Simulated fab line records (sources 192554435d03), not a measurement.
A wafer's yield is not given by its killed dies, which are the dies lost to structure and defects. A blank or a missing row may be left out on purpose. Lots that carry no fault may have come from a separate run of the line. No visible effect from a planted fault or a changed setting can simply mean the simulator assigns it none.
fab line records	flow n5_finfet
[record] lots = 7	wafers = 21
route steps=1938 shown BEOL_M4@1028 BEOL_M5@1112 BEOL_M6@1233 BEOL_M7@1266 BEOL_M8@1335
start_h: hours from the record's opening day to when the first of the lot's shown wafers began	wait_h: hours elapsed since this lot's preceding step	" as in the row above	L1.1+2: a single row standing in for several wafers	- no value, or no start was given	* or withheld: withheld	< > ~ a bound
route shown NAME@n: NAME is a module with steps in the file, n the number in the route of the first one	usual: mean/standard deviation of fault-free wafers	same: alike in all rows	chamber/n: place in a boat	sites: readings site by site	_std_site: how widely they spread, as a standard deviation	_edge_site: outer sites' mean less inner sites'	radius_mm: how far each site lies from the wafer's centre	mask NAME#n: copy n	behind: the most recent tool/chamber to have shaped the wafer	hold: reason for holding the lot/hours on hold/outcome of the hold	device: the n, p or np transistor that did not switch	end of line: at the end of the route, the tests of the same wafers	where a step has no rows: the recipe by itself	killed: not the wafer's yield, but the dies lost to structure and defects at the first sort	map: a wafer's dies, marking killed ones x, the rest . and places with no die _
set.NAME: setting as actually run; set.NAME@STEP: the setting as run at that earlier step	model.NAME: the simulator's own value behind a step, which no gauge read
lots whose settings were changed on purpose; a table a step, a row a wafer
[[steps]]
[step N5_BEOL_M4_COAT_05]
[recipe] resist = CAR-EUV	spin_rpm = 1500	resist_thk_nm = 30
lot.wafer	tool	chamber	start_h	wait_h	set.spin_rpm	model.CAR-EUV_of_BEOL_M4_COAT_05.thk_nm
L077.4+5	litho_track-05	0	-	-	1500	30
L077.6	"	0	"	"	1658	28.6
L082.3+5	litho_track-01	0	-	-	1500	30.2
L082.4	"	0	"	"	1500	30
L084.2+4+5	litho_track-01	0	-	-	1500	30
L089.2+4+6	litho_track-05	0	-	-	1500	30.2
L093.1	litho_track-05	0	-	-	1500	30
L093.2+4	"	0	"	"	1361	31.6
L096.2+5+6	litho_track-01	0	-	-	1500	30
L097.1+2+5	litho_track-01	0	-	-	1500	30.2
[step N5_BEOL_M4_EBR_07]
[recipe] solvent = PGMEA	ebr_width_mm = 1.5
[step N5_BEOL_M4_SOFTBAKE_06]
[recipe] temp_c = 110	time_s = 60	resist = CAR-EUV
[step N5_BEOL_M4_EXPOSE_08]
[recipe] mask_id = M4	na = 0.33	source_shape = dipole	sigma_inner = 0.369	sigma_outer = 0.767	polarization = unpolarized	dose_mj = 41.25
[step N5_BEOL_M4_PEB_09]
[recipe] peb_temp_c = 100	peb_time_s = 60	resist = CAR-EUV
[step N5_BEOL_M4_DEVELOP_10]
[recipe] develop_time_s = 30	developer = TMAH	resist = CAR-EUV	rinse_liquid = surfactant_rinse	dry = air_spin	dev_temp_c = 23
lot.wafer	tool	chamber	start_h	wait_h	set.spin_rpm@BEOL_M4_COAT_05	model.CAR-EUV_of_BEOL_M4_COAT_05.thk_nm
L077.4+5	litho_track-04	0	-	-	1500	29.6
L077.6	"	0	"	"	1658	28
L082.3	litho_track-04	0	-	-	1500	29.8
L082.4+5	"	0	"	"	1500	29.6
L084.2+4+5	litho_track-01	0	-	-	1500	29.6
L089.2	litho_track-01	0	-	-	1500	29.6
L089.4+6	"	0	"	"	1500	29.8
L093.1	litho_track-01	0	-	-	1500	29.6
L093.2+4	"	0	"	"	1361	31.2
L096.2+5+6	litho_track-01	0	-	-	1500	29.6
L097.1+5	litho_track-05	0	-	-	1500	29.6
L097.2	"	0	"	"	1500	29.8
[step N5_BEOL_M4_DESCUM_16]
[recipe] chemistry = O2	time_s = 7	source_power_w = 50	bias_power_w = 20	pressure_mtorr = 20	rf_frequency_hz = 2.712e+07	temp_c = 40	resist = CAR-EUV	o2_flow_sccm = 225
lot.wafer	tool	chamber	start_h	wait_h	set.time_s	set.spin_rpm@BEOL_M4_COAT_05	model.CAR-EUV_of_BEOL_M4_COAT_05.thk_nm
L077.4+5	rie_diel-03	2,1	214.12	0.0	7	1500	26
L077.6	"	2	"	"	7	1658	24.4
L082.3+5	rie_diel-05	0,2	244.09	0.1	7	1500	26.2
L082.4	"	1	"	"	6.198	1500	26.6
L084.2	rie_diel-05	2	262.15	0.0	6.138	1500	26.6
L084.4	"	3	"	"	7	1500	26
L084.5	"	1	"	"	7	1500	26.2
L089.2	rie_diel-01	3	300.70	0.0	8.291	1500	25.4
L089.4+6	"	0,1	"	"	7	1500	26.2
L093.1	rie_diel-05	2	331.88	0.9	7	1500	26
L093.2+4	"	0,3	"	"	7	1361	27.6
L096.2+5	rie_diel-01	1	336.15	0.3	6.035	1500	26.6
L096.6	"	0	"	"	7	1500	26.2
L097.1+2+5	rie_diel-01	1,3,0	339.67	0.1	7	1500	26.2
[step N5_BEOL_M4_ETCH_74]
[recipe] chemistry = N2/H2	target = underlayer	target_depth_a = 65	mask_material = CAR-EUV	time_s = 5.2	ion_energy_ev = 200	pressure_mtorr = 30	source_w = 840	bias_w = 150	n2_flow_sccm = 200	h2_flow_sccm = 200	ends = cleared
lot.wafer	tool	chamber	start_h	wait_h	set.spin_rpm@BEOL_M4_COAT_05	set.time_s@BEOL_M4_DESCUM_16	model.CAR-EUV_of_BEOL_M4_COAT_05.thk_nm
L077.4	rie_diel-03	2	214.16	0.0	1500	7	20.2
L077.5	"	1	"	"	1500	7	20.4
L077.6	"	2	"	"	1658	7	18.6
L082.3	rie_diel-05	0	244.12	0.0	1500	7	20.6
L082.4	"	1	"	"	1500	6.198	20.8
L082.5	"	2	"	"	1500	7	20.4
L084.2	rie_diel-05	2	262.18	0.0	1500	6.138	20.8
L084.4	"	3	"	"	1500	7	20.2
L084.5	"	1	"	"	1500	7	20.4
L089.2	rie_diel-01	3	300.74	0.0	1500	8.291	19.8
L089.4	"	0	"	"	1500	7	20.6
L089.6	"	1	"	"	1500	7	20.4
L093.1	rie_diel-05	2	331.92	0.0	1500	7	20.4
L093.2+4	"	0,3	"	"	1361	7	22
L096.2+5	rie_diel-01	1	336.18	0.0	1500	6.035	20.8
L096.6	"	0	"	"	1500	7	20.4
L097.1+5	rie_diel-01	1,0	339.70	0.0	1500	7	20.4
L097.2	"	3	"	"	1500	7	20.6
[step N5_BEOL_M4_ETCH_63]
[recipe] chemistry = CF4	target = SiARC	target_depth_a = 156	mask_material = CAR-EUV	time_s = 26	ion_energy_ev = 80	pressure_mtorr = 40	source_w = 545	bias_w = 36	Ar_flow_sccm = 100	cf4_flow_sccm = 100	ends = cleared
lot.wafer	tool	chamber	start_h	wait_h	set.spin_rpm@BEOL_M4_COAT_05	set.time_s@BEOL_M4_DESCUM_16	model.CAR-EUV_of_BEOL_M4_COAT_05.thk_nm
L077.4	rie_diel-03	2	214.17	0.0	1500	7	11
L077.5	"	1	"	"	1500	7	11.2
L077.6	"	2	"	"	1658	7	9.4
L082.3	rie_diel-05	0	244.14	0.0	1500	7	11.4
L082.4	"	1	"	"	1500	6.198	11.6
L082.5	"	2	"	"	1500	7	11.2
L084.2	rie_diel-05	2	262.20	0.0	1500	6.138	11.6
L084.4	"	3	"	"	1500	7	11
L084.5	"	1	"	"	1500	7	11.2
L089.2	rie_diel-01	3	300.75	0.0	1500	8.291	10.6
L089.4	"	0	"	"	1500	7	11.4
L089.6	"	1	"	"	1500	7	11.2
L093.1	rie_diel-05	2	331.94	0.0	1500	7	11.2
L093.2	"	0	"	"	1361	7	12.8
L093.4	"	3	"	"	1361	7	12.6
L096.2+5	rie_diel-01	1	336.20	0.0	1500	6.035	11.6
L096.6	"	0	"	"	1500	7	11.2
L097.1+5	rie_diel-01	1,0	339.72	0.0	1500	7	11.2
L097.2	"	3	"	"	1500	7	11.4
[step N5_BEOL_M5_ILD_DEP_00]
[recipe] material = SiCOH_lowk	target_thk_a = 1406.4	temp_c = 300	precursor = DEMS/porogen	pressure_torr = 5	rf_w = 500	time_s = 25.9
lot.wafer	tool	chamber	start_h	wait_h	set.time_s	model.SiCOH_lowk_of_BEOL_M5_ILD_DEP_00.thk_nm
L077.4	pecvd-01	1	244.97	0.4	24.2	133.4
L077.5	"	2	"	"	25.9	142.4
L077.6	"	0	"	"	25.9	141.4
L082.3	pecvd-04	1	277.27	0.5	25.9	137.8
L082.4	"	1	"	"	25.9	139.8
L082.5	"	0	"	"	25.9	140.8
L084.2	pecvd-01	2	292.60	0.7	25.9	138.6
L084.4	"	2	"	"	25.9	140.4
L084.5	"	1	"	"	26.99	145.4
L089.2	pecvd-03	0	310.86	0.7	25.9	136.8
L089.4	"	0	"	"	25.9	140.8
L089.6	"	1	"	"	25.9	140.2
L093.1	pecvd-03	0	340.81	0.8	25.9	138.2
L093.2	"	1	"	"	28.01	152.2
L093.4	"	1	"	"	25.9	144
L096.2	pecvd-01	2	345.13	0.7	25.9	139.8
L096.5	"	1	"	"	22.7	123.8
L096.6	"	2	"	"	25.9	141.8
L097.1	pecvd-04	0	348.00	0.8	25.9	140
L097.2	"	1	"	"	25.9	138.6
L097.5	"	1	"	"	25.9	141.4
[step N5_BEOL_M5_CURE_79]
[recipe] temp_c = 385	time_s = 240	ambient = He/Ar	material = SiCOH_lowk
lot.wafer	tool	chamber	start_h	wait_h	set.time_s@BEOL_M5_ILD_DEP_00	model.SiCOH_lowk_of_BEOL_M5_ILD_DEP_00.thk_nm
L077.4	uv_cure-02	2	245.25	0.3	24.2	114.8
L077.5	"	2	"	"	25.9	122.6
L077.6	"	2	"	"	25.9	121.6
L082.3	uv_cure-02	1	277.49	0.2	25.9	118.6
L082.4	"	1	"	"	25.9	120.2
L082.5	"	1	"	"	25.9	121.2
L084.2	uv_cure-01	0	292.74	0.1	25.9	119.2
L084.4	"	0	"	"	25.9	120.8
L084.5	"	0	"	"	26.99	125
L089.2	uv_cure-01	0	311.00	0.1	25.9	117.6
L089.4	"	0	"	"	25.9	121.2
L089.6	"	0	"	"	25.9	120.6
L093.1	uv_cure-03	2	340.87	0.0	25.9	118.8
L093.2	"	2	"	"	28.01	131
L093.4	"	2	"	"	25.9	123.8
L096.2	uv_cure-01	0	345.27	0.1	25.9	120.2
L096.5	"	0	"	"	22.7	106.4
L096.6	"	0	"	"	25.9	122
L097.1	uv_cure-01	2	348.08	0.1	25.9	120.4
L097.2	"	2	"	"	25.9	119.2
L097.5	"	2	"	"	25.9	121.6
[step N5_BEOL_M5_THK_MEAS_01]
[recipe] reads = SiCOH_lowk_of_BEOL_M5_ILD_DEP_00
[usual] M5_ILD_THK = 120.1/1.4
lot.wafer	tool	chamber	start_h	wait_h	set.time_s@BEOL_M5_ILD_DEP_00	M5_ILD_THK[nm]
L077.4	film_metro-02	-	245.52	0.2	24.2	114.8
L077.5	"	-	"	"	25.9	122.6
L077.6	"	-	"	"	25.9	121.8
L082.3	film_metro-01	-	277.85	0.3	25.9	118.6
L082.4	"	-	"	"	25.9	120.2
L082.5	"	-	"	"	25.9	121.1
L084.2	film_metro-02	-	293.17	0.4	25.9	119.2
L084.4	"	-	"	"	25.9	120.8
L084.5	"	-	"	"	26.99	124.9
L089.2	film_metro-02	-	311.43	0.4	25.9	117.6
L089.4	"	-	"	"	25.9	121.2
L089.6	"	-	"	"	25.9	120.7
L093.1	film_metro-01	-	341.38	0.4	25.9	118.9
L093.2	"	-	"	"	28.01	131.0
L093.4	"	-	"	"	25.9	123.9
L096.2	film_metro-01	-	345.70	0.4	25.9	120.2
L096.5	"	-	"	"	22.7	106.4
L096.6	"	-	"	"	25.9	122.2
L097.1	film_metro-02	-	348.60	0.4	25.9	120.3
L097.2	"	-	"	"	25.9	119.3
L097.5	"	-	"	"	25.9	121.8
[step N5_BEOL_M5_ETCH_72]
[recipe] chemistry = N2/H2	target = underlayer	target_depth_a = 65	mask_material = CAR-EUV	time_s = 5.2	ion_energy_ev = 200	pressure_mtorr = 30	source_w = 840	bias_w = 150	n2_flow_sccm = 200	h2_flow_sccm = 200	ends = cleared
[usual] etch_rf_on_time_s = 5.18/0.15	rf_vpp_V = 523/3.1
lot.wafer	tool	chamber	start_h	wait_h	set.bias_w	etch_rf_on_time_s	rf_vpp_V
L077.4	rie_diel-04	1	246.94	0.0	136.7	5.33	492
L077.5	"	1	"	"	150	5.13	521
L077.6	"	2	"	"	136.7	5.66	499
L082.3	rie_diel-04	0	279.62	0.0	150	5.11	523
L082.4	"	2	"	"	150	5.37	526
L082.5	"	3	"	"	150	5.00	523
L084.2	rie_diel-06	0	296.53	0.0	150	5.27	524
L084.4	"	2	"	"	175.8	4.73	581
L084.5	"	2	"	"	175.8	4.70	580
L089.2	rie_diel-04	0	315.53	0.0	157.8	5.11	538
L089.4	"	0	"	"	150	5.22	520
L089.6	"	1	"	"	150	5.01	530
L093.1	rie_diel-02	3	344.54	0.0	150	5.20	523
L093.2	"	0	"	"	150	5.24	526
L093.4	"	1	"	"	127	5.89	467
L096.2	rie_diel-04	2	347.33	0.0	130.2	5.71	479
L096.5	"	1	"	"	150	4.99	528
L096.6	"	0	"	"	150	5.11	524
L097.1	rie_diel-06	2	353.86	0.0	150	5.01	524
L097.2	"	3	"	"	150	5.17	520
L097.5	"	2	"	"	150	4.92	526
[step N5_BEOL_M5_COAT_74]
[recipe] resist = underlayer	temp_c = 205	time_s = 60	spin_rpm = 1500	resist_thk_nm = 5
lot.wafer	tool	chamber	start_h	wait_h	set.spin_rpm	model.underlayer_of_BEOL_M5_COAT_74.thk_nm
L077.4+5+6	litho_track-01	0	-	-	1500	5
L082.3	litho_track-01	0	-	-	1500	5
L082.4+5	"	0	"	"	1662	4.8
L084.2+4+5	litho_track-03	0	-	-	1500	5
L089.2+6	litho_track-02	0	-	-	1333	5.4
L089.4	"	0	"	"	1500	5
L093.1	litho_track-02	0	-	-	1500	5
L093.2+4	"	0	"	"	1645	4.8
L096.2+5+6	litho_track-03	0	-	-	1500	5
L097.1+2+5	litho_track-02	0	-	-	1500	5
[step N5_BEOL_M5_COAT_22]
[recipe] resist = CAR-EUV	spin_rpm = 1500	resist_thk_nm = 30
[step N5_BEOL_M5_EBR_24]
[recipe] solvent = PGMEA	ebr_width_mm = 1.5
[step N5_BEOL_M5_DESCUM_33]
[recipe] chemistry = O2	time_s = 7	source_power_w = 50	bias_power_w = 20	pressure_mtorr = 20	rf_frequency_hz = 2.712e+07	temp_c = 40	resist = CAR-EUV	o2_flow_sccm = 225
[step N5_BEOL_M5_ETCH_75]
[recipe] chemistry = N2/H2	target = underlayer	target_depth_a = 65	mask_material = CAR-EUV	time_s = 5.2	ion_energy_ev = 200	pressure_mtorr = 30	source_w = 840	bias_w = 150	n2_flow_sccm = 200	h2_flow_sccm = 200	ends = cleared
lot.wafer	tool	chamber	start_h	wait_h	set.spin_rpm@BEOL_M5_COAT_74	model.etch.depth_nm
L077.4	rie_diel-06	0	249.49	0.0	1500	4.983
L077.5	"	0	"	"	1500	4.995
L077.6	"	3	"	"	1500	4.985
L082.3	rie_diel-06	3	280.95	0.0	1500	4.978
L082.4	"	0	"	"	1662	4.741
L082.5	"	3	"	"	1662	4.75
L084.2	rie_diel-06	0	298.82	0.0	1500	5.015
L084.4	"	1	"	"	1500	5.017
L084.5	"	0	"	"	1500	5.021
L089.2	rie_diel-06	3	316.97	0.0	1333	5.303
L089.4	"	0	"	"	1500	4.983
L089.6	"	3	"	"	1333	5.308
L093.1	rie_diel-06	3	346.70	0.0	1500	4.979
L093.2	"	2	"	"	1645	4.745
L093.4	"	0	"	"	1645	4.759
L096.2	rie_diel-04	1	353.86	0.0	1500	4.985
L096.5	"	2	"	"	1500	4.988
L096.6	"	1	"	"	1500	5.006
L097.1	rie_diel-04	0	355.51	0.0	1500	4.993
L097.2	"	2	"	"	1500	5.008
L097.5	"	1	"	"	1500	5.02
[step N5_BEOL_M6_ETCH_66]
[recipe] chemistry = N2/H2	target = SOC	target_depth_a = 800	overetch_a = 160	mask_material = SiARC	temp_c = 40	time_s = 120	ion_energy_ev = 200	pressure_mtorr = 30	source_w = 840	bias_w = 150	n2_flow_sccm = 200	h2_flow_sccm = 200
[usual] rf_vpp_V = 523.1/2.3
lot.wafer	tool	chamber	start_h	wait_h	set.source_w	rf_vpp_V	model.SiARC_of_BEOL_M6_COAT_64.thk_nm
L077.4	rie_diel-01	3	262.79	0.0	969	495.5	6
L077.5	"	2	"	"	969	503.2	6
L077.6	"	3	"	"	969	494.5	6
L082.3	rie_diel-05	1	295.11	0.0	840	522.4	6.4
L082.4	"	0	"	"	840	524.0	6.4
L082.5	"	3	"	"	759.1	540.8	6.8
L084.2	rie_diel-03	3	314.54	0.0	840	524.6	6.4
L084.4	"	1	"	"	740.5	548.6	7
L084.5	"	3	"	"	840	525.7	6.4
L089.2	rie_diel-05	1	329.17	0.0	840	521.9	6.4
L089.4	"	3	"	"	840	523.1	6.4
L089.6	"	2	"	"	840	526.4	6.2
L093.1	rie_diel-03	2	360.97	0.0	840	525.6	6.6
L093.2	"	3	"	"	978.2	498.1	5.8
L093.4	"	0	"	"	978.2	495.4	6
L097.1	rie_diel-03	1	367.19	0.0	840	523.1	6.6
L097.2	"	3	"	"	840	525.7	6.4
L097.5	"	3	"	"	840	526.0	6.2
L096.2	rie_diel-05	0	367.28	0.0	840	524.6	6.6
L096.5	"	3	"	"	840	522.3	6.4
L096.6	"	0	"	"	945.1	504.2	6.2
[step N5_BEOL_M7_PECVD_70]
[recipe] material = SiO2	target_thk_a = 200	temp_c = 400	precursor = TEOS/O2	pressure_torr = 5.5	rf_w = 450	teos_flow_sccm = 53.8	gas = O2	flow_sccm = 3000	time_s = 22.7
lot.wafer	tool	chamber	start_h	wait_h	set.temp_c	model.SiO2_of_BEOL_M7_PECVD_70.thk_nm
L077.4	pecvd-02	1	267.28	0.1	400	20.2
L077.5	"	0	"	"	400	20
L077.6	"	2	"	"	417.8	17.8
L082.3+4	pecvd-02	0	298.29	0.0	400	19.8
L082.5	"	1	"	"	417.6	17.4
L084.2	pecvd-04	2	319.18	0.0	410.3	18.8
L084.4	"	2	"	"	400	20.4
L084.5	"	1	"	"	410.3	18.6
L089.2	pecvd-02	0	332.47	0.0	400	19.4
L089.4	"	2	"	"	400	20.2
L089.6	"	1	"	"	400	20
L093.1	pecvd-02	2	365.75	0.0	400	19.6
L093.2	"	1	"	"	407.6	18.8
L093.4	"	2	"	"	407.6	19.4
L097.1+5	pecvd-02	2	371.95	0.0	400	20.2
L097.2	"	0	"	"	400	19.8
L096.2	pecvd-01	1	372.08	0.0	400	19.8
L096.5+6	"	0,1	"	"	400	20.2
[step N5_BEOL_M7_COAT_60]
[recipe] resist = SiARC	temp_c = 220	time_s = 60	spin_rpm = 1500	resist_thk_nm = 35
lot.wafer	tool	chamber	start_h	wait_h	set.spin_rpm	model.SiARC_of_BEOL_M7_COAT_60.thk_nm
L077.4	litho_track-02	0	-	-	1500	35
L077.5	"	0	"	"	1500	34.8
L077.6	"	0	"	"	1664	33.2
L082.3+5	litho_track-05	0	-	-	1414	36
L082.4	"	0	"	"	1500	34.8
L084.2+4	litho_track-05	0	-	-	1500	35.2
L084.5	"	0	"	"	1432	36
L089.2+4	litho_track-01	0	-	-	1500	35
L089.6	"	0	"	"	1500	35.2
L093.1	litho_track-01	0	-	-	1500	35
L093.2+4	"	0	"	"	1500	35.2
L097.1+2	litho_track-02	0	-	-	1500	35.2
L097.5	"	0	"	"	1500	35
L096.2	litho_track-01	0	-	-	1578	34.4
L096.5+6	"	0	"	"	1500	35
[step N5_BEOL_M7_COAT_05]
[recipe] resist = CAR-ArF	spin_rpm = 1500	resist_thk_nm = 90
[step N5_BEOL_M7_EBR_07]
[recipe] solvent = PGMEA	ebr_width_mm = 1.5
[step N5_BEOL_M7_DESCUM_16]
[recipe] chemistry = O2	time_s = 7.9	source_power_w = 50	bias_power_w = 20	pressure_mtorr = 20	rf_frequency_hz = 2.712e+07	temp_c = 40	resist = CAR-ArF	o2_flow_sccm = 225
[step N5_BEOL_M7_ETCH_61]
[recipe] chemistry = CF4	target = SiARC	target_depth_a = 455	mask_material = CAR-ArF	time_s = 75.8	ion_energy_ev = 80	pressure_mtorr = 40	source_w = 545	bias_w = 36	Ar_flow_sccm = 100	cf4_flow_sccm = 100	ends = cleared
lot.wafer	tool	chamber	start_h	wait_h	set.spin_rpm@BEOL_M7_COAT_60	model.etch.depth_nm	model.CAR-ArF_of_BEOL_M7_COAT_05.thk_nm
L077.4	rie_diel-06	2	269.35	0.0	1500	34.95	51.4
L077.5	"	3	"	"	1500	34.84	51.2
L077.6	"	0	"	"	1664	33.21	53.2
L082.3	rie_diel-06	1	299.95	0.0	1414	35.92	50.2
L082.4	"	2	"	"	1500	34.89	51.2
L082.5	"	3	"	"	1414	36.04	50
L084.2+4	rie_diel-06	1,3	320.67	0.0	1500	35.15	51
L084.5	"	2	"	"	1432	36.01	50.2
L089.2	rie_diel-06	1	334.32	0.0	1500	35.08	50.8
L089.4	"	1	"	"	1500	35.02	50.8
L089.6	"	1	"	"	1500	35.13	50.8
L093.1	rie_diel-06	3	366.61	0.0	1500	35.07	51
L093.2	"	1	"	"	1500	35.15	50.8
L093.4	"	0	"	"	1500	35.13	51.2
L097.1	rie_diel-04	2	375.27	0.0	1500	35.25	51.2
L097.2	"	0	"	"	1500	35.18	51
L097.5	"	3	"	"	1500	35.06	51
L096.2	rie_diel-06	0	375.33	0.0	1578	34.31	52
L096.5	"	0	"	"	1500	35.09	51
L096.6	"	3	"	"	1500	35.04	51.4
[step N5_BEOL_M7_ETCH_62]
[recipe] chemistry = N2/H2	target = SOC	target_depth_a = 1100	overetch_a = 220	mask_material = SiARC	temp_c = 40	time_s = 165	ion_energy_ev = 200	pressure_mtorr = 30	source_w = 840	bias_w = 150	n2_flow_sccm = 200	h2_flow_sccm = 200
lot.wafer	tool	chamber	start_h	wait_h	set.spin_rpm@BEOL_M7_COAT_60	model.SiARC_of_BEOL_M7_COAT_60.thk_nm
L077.4+5	rie_diel-06	2,3	269.40	0.0	1500	28.2
L077.6	"	0	"	"	1664	26.6
L082.3	rie_diel-06	1	300.00	0.0	1414	28.8
L082.4	"	2	"	"	1500	28.2
L082.5	"	3	"	"	1414	29.2
L084.2	rie_diel-06	1	320.72	0.0	1500	28
L084.4	"	3	"	"	1500	28.4
L084.5	"	2	"	"	1432	29.2
L089.2+4+6	rie_diel-06	1	334.41	0.1	1500	28
L093.1	rie_diel-06	3	366.67	0.0	1500	28.2
L093.2	"	1	"	"	1500	27.8
L093.4	"	0	"	"	1500	28.6
L097.1+2	rie_diel-04	2,0	375.32	0.0	1500	28.6
L097.5	"	3	"	"	1500	28.2
L096.2	rie_diel-06	0	375.39	0.0	1578	27.8
L096.5	"	0	"	"	1500	28.6
L096.6	"	3	"	"	1500	28.2
[step N5_BEOL_M8_PECVD_70]
[recipe] material = SiO2	target_thk_a = 200	temp_c = 400	precursor = TEOS/O2	pressure_torr = 5.5	rf_w = 450	teos_flow_sccm = 53.8	gas = O2	flow_sccm = 3000	time_s = 22.7
lot.wafer	tool	chamber	start_h	wait_h	set.temp_c	model.SiO2_of_BEOL_M8_PECVD_70.thk_nm
L077.4	pecvd-02	0	274.69	0.1	400	20
L077.5	"	2	"	"	404.7	19.8
L077.6	"	1	"	"	400	20.6
L082.3	pecvd-03	1	307.06	0.0	400	20
L082.4	"	1	"	"	385.4	22.2
L082.5	"	0	"	"	400	20.2
L084.2	pecvd-01	2	327.25	0.0	389.7	21.4
L084.4	"	2	"	"	400	20.4
L084.5	"	1	"	"	389.7	21.6
L089.2	pecvd-01	0	340.85	0.0	400	19.4
L089.4	"	0	"	"	400	20
L089.6	"	1	"	"	409.9	18.6
L093.1	pecvd-01	1	376.14	0.0	393.5	20.8
L093.2	"	0	"	"	400	20
L093.4	"	1	"	"	393.5	21.2
L096.2	pecvd-02	2	381.55	0.0	400	20.2
L096.5	"	2	"	"	400	20.4
L096.6	"	1	"	"	386.1	21.8
L097.1	pecvd-02	2	382.63	0.0	400	19.6
L097.2	"	0	"	"	400	19.2
L097.5	"	1	"	"	400	19.8
[[key]]
[split] step = N5_BEOL_M4_COAT_05	setting = spin_rpm	stated = 1500	by = wafer
[response] step = N5_BEOL_M4_COAT_05	reading = model.CAR-EUV_of_BEOL_M4_COAT_05.thk_nm	change = -0.15	per = 1%	r = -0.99
[response] step = N5_BEOL_M4_DEVELOP_10	reading = model.CAR-EUV_of_BEOL_M4_COAT_05.thk_nm	change = -0.161	per = 1%	r = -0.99
[response] step = N5_BEOL_M4_ETCH_74	reading = model.CAR-EUV_of_BEOL_M4_COAT_05.thk_nm	change = -0.166	per = 1%	r = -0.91
[response] step = N5_BEOL_M4_DESCUM_16	reading = model.CAR-EUV_of_BEOL_M4_COAT_05.thk_nm	slope = -0.161	per = 1%	together_with = time_s@BEOL_M4_DESCUM_16	explained = 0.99
[response] step = N5_BEOL_M4_ETCH_63	reading = model.CAR-EUV_of_BEOL_M4_COAT_05.thk_nm	slope = -0.162	per = 1%	together_with = time_s@BEOL_M4_DESCUM_16	explained = 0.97
[split] step = N5_BEOL_M4_DESCUM_16	setting = time_s	stated = 7	by = wafer
[response] step = N5_BEOL_M4_DESCUM_16	reading = model.CAR-EUV_of_BEOL_M4_COAT_05.thk_nm	slope = -0.0381	per = 1%	together_with = spin_rpm@BEOL_M4_COAT_05	explained = 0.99
[response] step = N5_BEOL_M4_ETCH_74	reading = model.CAR-EUV_of_BEOL_M4_COAT_05.thk_nm	slope = -0.0345	per = 1%	together_with = spin_rpm@BEOL_M4_COAT_05	explained = 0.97
[response] step = N5_BEOL_M4_ETCH_63	reading = model.CAR-EUV_of_BEOL_M4_COAT_05.thk_nm	slope = -0.0345	per = 1%	together_with = spin_rpm@BEOL_M4_COAT_05	explained = 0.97
[split] step = N5_BEOL_M5_ILD_DEP_00	setting = time_s	stated = 25.9	by = wafer
[response] step = N5_BEOL_M5_ILD_DEP_00	reading = model.SiCOH_lowk_of_BEOL_M5_ILD_DEP_00.thk_nm	change = +1.36	per = 1%	r = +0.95
[response] step = N5_BEOL_M5_CURE_79	reading = model.SiCOH_lowk_of_BEOL_M5_ILD_DEP_00.thk_nm	change = +1.18	per = 1%	r = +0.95
[response] step = N5_BEOL_M5_THK_MEAS_01	reading = M5_ILD_THK	change = +1.18	per = 1%	r = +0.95
[split] step = N5_BEOL_M5_ETCH_72	setting = bias_w	stated = 150	by = wafer
[response] step = N5_BEOL_M5_ETCH_72	reading = etch_rf_on_time_s	change = *	per = 1%	r = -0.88
[response] step = N5_BEOL_M5_ETCH_72	reading = rf_vpp_V	change = +3.41	per = 1%	r = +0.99
[split] step = N5_BEOL_M5_COAT_74	setting = spin_rpm	stated = 1500	by = wafer
[response] step = N5_BEOL_M5_COAT_74	reading = model.underlayer_of_BEOL_M5_COAT_74.thk_nm	change = -0.0256	per = 1%	r = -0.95
[response] step = N5_BEOL_M5_ETCH_75	reading = model.etch.depth_nm	change = -0.0248	per = 1%	r = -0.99
[split] step = N5_BEOL_M6_ETCH_66	setting = source_w	stated = 840	by = wafer
[response] step = N5_BEOL_M6_ETCH_66	reading = rf_vpp_V	change = -1.76	per = 1%	r = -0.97
[response] step = N5_BEOL_M6_ETCH_66	reading = model.SiARC_of_BEOL_M6_COAT_64.thk_nm	change = -0.0397	per = 1%	r = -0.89
[split] step = N5_BEOL_M7_PECVD_70	setting = temp_c	stated = 400	by = wafer
[response] step = N5_BEOL_M7_PECVD_70	reading = model.SiO2_of_BEOL_M7_PECVD_70.thk_nm	change = -0.529	per = 1%	r = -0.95
[split] step = N5_BEOL_M7_COAT_60	setting = spin_rpm	stated = 1500	by = wafer
[response] step = N5_BEOL_M7_COAT_60	reading = model.SiARC_of_BEOL_M7_COAT_60.thk_nm	change = -0.161	per = 1%	r = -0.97
[response] step = N5_BEOL_M7_ETCH_61	reading = model.etch.depth_nm	change = -0.163	per = 1%	r = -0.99
[response] step = N5_BEOL_M7_ETCH_61	reading = model.CAR-ArF_of_BEOL_M7_COAT_05.thk_nm	change = +0.174	per = 1%	r = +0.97
[response] step = N5_BEOL_M7_ETCH_62	reading = model.SiARC_of_BEOL_M7_COAT_60.thk_nm	change = -0.149	per = 1%	r = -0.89
[split] step = N5_BEOL_M8_PECVD_70	setting = temp_c	stated = 400	by = wafer
[response] step = N5_BEOL_M8_PECVD_70	reading = model.SiO2_of_BEOL_M8_PECVD_70.thk_nm	change = -0.49	per = 1%	r = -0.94
